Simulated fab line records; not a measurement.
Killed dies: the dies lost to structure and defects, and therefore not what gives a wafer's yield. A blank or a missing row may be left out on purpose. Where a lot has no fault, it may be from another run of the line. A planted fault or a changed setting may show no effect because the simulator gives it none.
A struck lot beside a sound one    flow nandHarc    13 out of 1302 route steps
Sound: wafers L649.2, L649.4, L649.5. Struck: wafer L640.6. (L640.1, L640.2 of the same lot were not struck and are left out.) The cause comes at the end.
Each step with rows lists, per side, the tool, then ch with its chambers, then its first start. Under that, the readings that differ: sound wafers    struck wafers    difference of the means    sigmas: that difference in standard deviations of wafers without a fault.
alike: readings whose means differ by less than 2 such deviations, and words and numbers that are the same on both sides. not compared: withheld readings, readings that some wafer has no value for, bounds like >300 that may hide the same value, and numbers for which the record gives no deviation and whose values overlap.
The two part at a step that has a row with sigmas, a row that says differs or no value, or rows on one side only. When numbers do not overlap yet have no deviation, they are printed without sigmas and do not part them. Lack of a reading on every wafer of one side parts them only where that side has two or more wafers.

first, 1 step without rows for these wafers: NHARC_A_STAIRCASE_ETCH_13 (etches the open film in C4F8/O2, target depth 100 nm, time 40.5 s).
NHARC_A_STAIRCASE_TRIM_14: chemistry O2, time 211.2 s.
  sound: rieDiel-03 ch 1,2,3; struck: rieDiel-01 ch 2
  alike: drypumpMotorCurrentA, oesProductAu, rfVppV, showerheadPlenumPTorr, throttleValvePct
  not compared: rfHoursCounterH
NHARC_A_STAIRCASE_ETCH_15: etches the open film in C4F8/O2, target depth 100 nm, time 40.5 s.
  sound: rieDiel-03 ch 0,1,3; struck: rieDiel-01 ch 1
  alike: oesProductAu, rfVppV
  not compared: rfHoursCounterH
NHARC_A_STAIRCASE_TRIM_16: chemistry O2, time 211.2 s.
  sound: rieDiel-03 ch 1,2,3; struck: rieDiel-01 ch 3
reading                   sound        struck  difference  sigmas
drypumpMotorCurrentA (A)  5.8 6.2 6.3  5.0     -1.1        -2
  alike: oesProductAu, rfVppV, showerheadPlenumPTorr, throttleValvePct
  not compared: rfHoursCounterH
NHARC_A_STAIRCASE_ETCH_17: etches the open film in C4F8/O2, target depth 100 nm, time 40.5 s.
  sound: rieDiel-03 ch 2,3; struck: rieDiel-01 ch 1
  alike: oesProductAu, rfVppV
  not compared: rfHoursCounterH
then, 6 steps without rows for these wafers: NHARC_A_STAIRCASE_TRIM_18 (chemistry O2, time 211.2 s); NHARC_A_STAIRCASE_ETCH_19 (etches the open film in C4F8/O2, target depth 100 nm, time 40.5 s); NHARC_A_STAIRCASE_TRIM_20 (chemistry O2, time 211.2 s); NHARC_A_STAIRCASE_ETCH_21 (etches the open film in C4F8/O2, target depth 100 nm, time 40.5 s); NHARC_A_STAIRCASE_TRIM_22 (chemistry O2, time 211.2 s); NHARC_A_STAIRCASE_ETCH_23 (etches the open film in C4F8/O2, target depth 100 nm, time 40.5 s).
NHARC_A_STAIRCASE_TRIM_24: chemistry O2, time 211.2 s.
  sound on rieDiel-01 ch 1,3, day 23 10:43; struck on rieDiel-03 ch 0, day 20 01:49
reading              sound              struck  difference  sigmas
oesProductAu (a.u.)  0.997 0.997 0.991  1.210   +0.215      +18
  alike: drypumpMotorCurrentA, rfVppV, showerheadPlenumPTorr, throttleValvePct
  not compared: rfHoursCounterH
NHARC_A_STAIRCASE_ETCH_25: etches the open film in C4F8/O2, target depth 100 nm, time 40.5 s.
  sound: rieDiel-01 ch 2,3; struck: rieDiel-03 ch 1
  alike: oesProductAu, rfVppV
  not compared: rfHoursCounterH

## WHERE THEY PART
Last at NHARC_A_STAIRCASE_TRIM_24 as far as this record goes, first at NHARC_A_STAIRCASE_TRIM_16. Later steps at which nothing parts them and some readings are alike: NHARC_A_STAIRCASE_ETCH_25.

WHY: what had been put in by the simulator
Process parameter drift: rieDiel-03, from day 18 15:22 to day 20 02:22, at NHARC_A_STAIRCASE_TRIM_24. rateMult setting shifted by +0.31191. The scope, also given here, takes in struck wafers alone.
